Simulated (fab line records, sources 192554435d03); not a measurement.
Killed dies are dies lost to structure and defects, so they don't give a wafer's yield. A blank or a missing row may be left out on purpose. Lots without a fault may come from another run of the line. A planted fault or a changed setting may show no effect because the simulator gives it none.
A struck lot beside a sound one | flow n5_finfet | 41 steps out of a route of 1938
Sound: wafers L353.1, L353.4, L353.6. Struck: wafer L362.2. (L362.3 of the same lot was not struck and is left out.) The cause comes at the end.
At each step with rows: each side's tool, then ch and its chambers, then its first start. Under that, the readings that differ: sound wafers | struck wafers | difference of the means | sigmas: that difference in standard deviations of wafers without a fault.
alike: readings whose means differ by less than 2 such deviations, and words and numbers that are the same on both sides. not compared: withheld readings, readings that some wafer has no value for, bounds like >300 that may hide the same value, and numbers for which the record gives no deviation and whose values overlap.
The two part at a step that has a row with sigmas, a row that says differs or no value, or rows on one side only. Numbers that don't overlap but have no deviation are shown without sigmas and don't part them. A reading that every wafer of one side lacks parts them only if that side has two wafers or more.

first, 1 step without rows for these wafers: N5_BEOL_M12_STRIP_69 (strips in N2/H2).
N5_BEOL_M12_TRENCH_ETCH_34: etches SiOC in C4F8/O2/Ar, target depth 318.95 nm, time 125.5 s.
  sound on rie_diel-04 ch 0,2,3, day 11 12:21; struck on rie_diel-04 ch 3, day 13 23:40
  alike: bias_w, drypump_motor_current_A, he_inner_torr, oes_product_au, rf_vpp_V, showerhead_plenum_p_Torr, throttle_valve_pct
  not compared: rf_hours_counter_h
then, 1 step without rows for these wafers: N5_BEOL_M12_STRIP_70 (strips in C4F8/O2/Ar).
N5_BEOL_M12_OCD_MEAS_35:
  sound on ocd-02, day 11 12:31; struck on ocd-02, day 13 23:49
  alike: trench_depth_nm
N5_BEOL_M12_STRIP_37: strips in N2/H2.
  sound on plasma_asher-01 ch 0, day 11 12:33; struck on plasma_asher-02 ch 0, day 13 23:51
  alike: drypump_motor_current_A, heater_power_w, oes_product_au
  not compared: rf_hours_counter_h
N5_BEOL_M12_ETCH_38: etches SiCN in CF4/N2, target depth 68.7 nm, time 73.4 s.
  sound on rie_diel-01 ch 0,3, day 11 15:40; struck on rie_diel-01 ch 2, day 14 01:58
  alike: bias_w, drypump_motor_current_A, oes_product_au, rf_vpp_V, showerhead_plenum_p_Torr, throttle_valve_pct
  not compared: rf_hours_counter_h
then, 6 steps without rows for these wafers: N5_BEOL_M12_PRECLEAN_39 (cleans in residue remover, time 60 s); N5_BEOL_M12_SRD_40 (time 30 s, dry time 30 s); N5_BEOL_M12_DEGAS_41 (time 60 s); N5_BEOL_M12_PRE_CLEAN_42 (time 30 s); N5_BEOL_M12_SPUTTER_43 (material TaN, target thk 15 nm, time 24.19 s); N5_BEOL_M12_SPUTTER_44 (material Ta, target thk 10 nm, time 16.13 s).
N5_BEOL_M12_SPUTTER_45: material Cu, target thk 80 nm, time 13.33 s.
  sound on pvd_sputter-03, day 11 16:16; struck on pvd_sputter-03, day 14 02:48
  alike: throttle_valve_pct
then, 5 steps without rows for these wafers: N5_BEOL_M12_ECD_47 (material Cu, target thk 720 nm); N5_BEOL_M12_ANNEAL_48 (time 90 s); N5_BEOL_M12_CMP_49 (polishes, stops on SiOC, t overpolish 20.6 s, target thk 320 nm); N5_BEOL_M12_PRE_CLEAN_52 (time 15 s); N5_BEOL_M12_DEP_53 (deposits SiCN from 3MS/NH3, target thk 30 nm, time 10.5 s).
N5_BEOL_M12_RS_MEAS_54: measures by four-point-probe.
  sound on film_metro-01, day 11 18:04; struck on film_metro-02, day 14 03:57
  alike: M12_RS
then, 1 step without rows for these wafers: N5_BEOL_M13_ILD_DEP_00 (deposits SiOC from DEMS/O2, target thk 837.92 nm, time 166.4 s).
N5_BEOL_M13_THK_MEAS_01:
  sound on film_metro-02, day 11 18:16; struck on film_metro-01, day 14 04:10
  alike: M13_ILD_THK
then, 8 steps without rows for these wafers: N5_BEOL_M13_COAT_58 (time 60 s, resist thk 89 nm); N5_BEOL_M13_COAT_04 (resist thk 400 nm); N5_BEOL_M13_EBR_06; N5_BEOL_M13_SOFTBAKE_05 (time 60 s); N5_BEOL_M13_EXPOSE_07 (exposes mask V12); N5_BEOL_M13_PEB_08 (peb time 90 s); N5_BEOL_M13_DEVELOP_09 (develop time 45 s); N5_BEOL_M13_HARDBAKE_14 (time 120 s).
N5_BEOL_M13_CD_MEAS_10: target cd 190 nm.
  sound on cd_sem-02 ch 0, day 11 18:34; struck on cd_sem-03 ch 0, day 14 04:28
  alike: cd_nm
N5_BEOL_M13_OVL_MEAS_11:
  sound on overlay-01 ch 0, day 11 18:36; struck on overlay-01 ch 0, day 14 04:30
  alike: V12_OVL
N5_BEOL_M13_INSPECT_12: inspects for defects (macro).
  sound on defect_inspect-01, day 11 18:38; struck on defect_inspect-02, day 14 04:31
  alike: raw_defect_count
N5_BEOL_M13_DESCUM_15: chemistry O2, time 7.9 s.
  sound on rie_diel-06 ch 0,3, day 11 18:40; struck on rie_diel-06 ch 2, day 14 04:34
  reading                         | sound             | struck | difference | sigmas
  rf_vpp_V (V)                    | 240.5 240.5 242.8 | 245.7  | +4.4       | +3
  showerhead_plenum_p_Torr (Torr) | 1.92 1.92 2.11    | 2.21   | +0.23      | +3
  throttle_valve_pct (%)          | 20.13 20.12 20.07 | 20.51  | +0.40      | +2
  alike: drypump_motor_current_A, oes_product_au
  not compared: rf_hours_counter_h
then, 1 step without rows for these wafers: N5_BEOL_M13_ETCH_59 (etches BARC in N2/H2, target depth 89 nm, overetch 26.7 nm, time 67.9 s).
N5_BEOL_M13_VIA_ETCH_16: etches SiOC in C4F8/O2/Ar, target depth 921.7 nm.
  sound on rie_diel-06 ch 0,3, day 11 18:45; struck on rie_diel-06 ch 2, day 14 04:38
  reading                         | sound             | struck | difference | sigmas
  bias_w (W)                      | 699.8 701.5 705.1 | 697.3  | -4.8       | -3
  he_inner_torr (Torr)            | 14.98 15.00 15.03 | 14.94  | -0.06      | -2
  rf_vpp_V (V)                    | 656 658 666       | 668    | +8         | +2
  showerhead_plenum_p_Torr (Torr) | 3.17 3.17 3.48    | 3.55   | +0.28      | +3
  alike: drypump_motor_current_A, oes_product_au, throttle_valve_pct
then, 4 steps without rows for these wafers: N5_BEOL_M13_STRIP_63 (strips in N2/H2); N5_BEOL_M13_STRIP_64 (strips in N2/H2); N5_BEOL_M13_STRIP_71 (strips in post etch residue remover, time 60 s); N5_BEOL_M13_SRD_72 (time 30 s, dry time 30 s).
N5_BEOL_M13_CD_MEAS_17: target cd 190 nm.
  sound on cd_sem-01, day 11 19:11; struck on cd_sem-02, day 14 05:05
  alike: cd_nm
N5_BEOL_M15_RC_MEAS_101:
  sound on prober-02 ch 0, day 12 18:16; struck on prober-01 ch 0, day 15 06:01
  reading        | sound                     | struck   | difference | sigmas
  COMB_M12 (S/m) | 7.3e-12 1.01e-11 1.01e-11 | 6.1e-12  | -3.1e-12   | -2
  COMB_M15 (S/m) | 3.2e-12 3.7e-12 3.6e-12   | 1.8e-12  | -1.7e-12   | -2
  COMB_M8 (S/m)  | 2.4e-11 2.3e-11 2.7e-11   | 4.9e-11  | +2.4e-11   | +5
  COMB_M9 (S/m)  | 1.25e-11 9.8e-12 1.06e-11 | 2.26e-11 | +1.16e-11  | +4
  alike: COMB_M10, COMB_M11, COMB_M13, COMB_M14, COMB_M5, COMB_M6, COMB_M7, SERP_M10, SERP_M11, SERP_M13, SERP_M14, SERP_M5, SERP_M6, SERP_M7, SERP_M8, SERP_M9
  not compared: SERP_M12, SERP_M12_max_site

WHERE THEY PART
First at N5_BEOL_M13_DESCUM_15; last, within this record, at N5_BEOL_M15_RC_MEAS_101.

WHY: what the simulator had put in
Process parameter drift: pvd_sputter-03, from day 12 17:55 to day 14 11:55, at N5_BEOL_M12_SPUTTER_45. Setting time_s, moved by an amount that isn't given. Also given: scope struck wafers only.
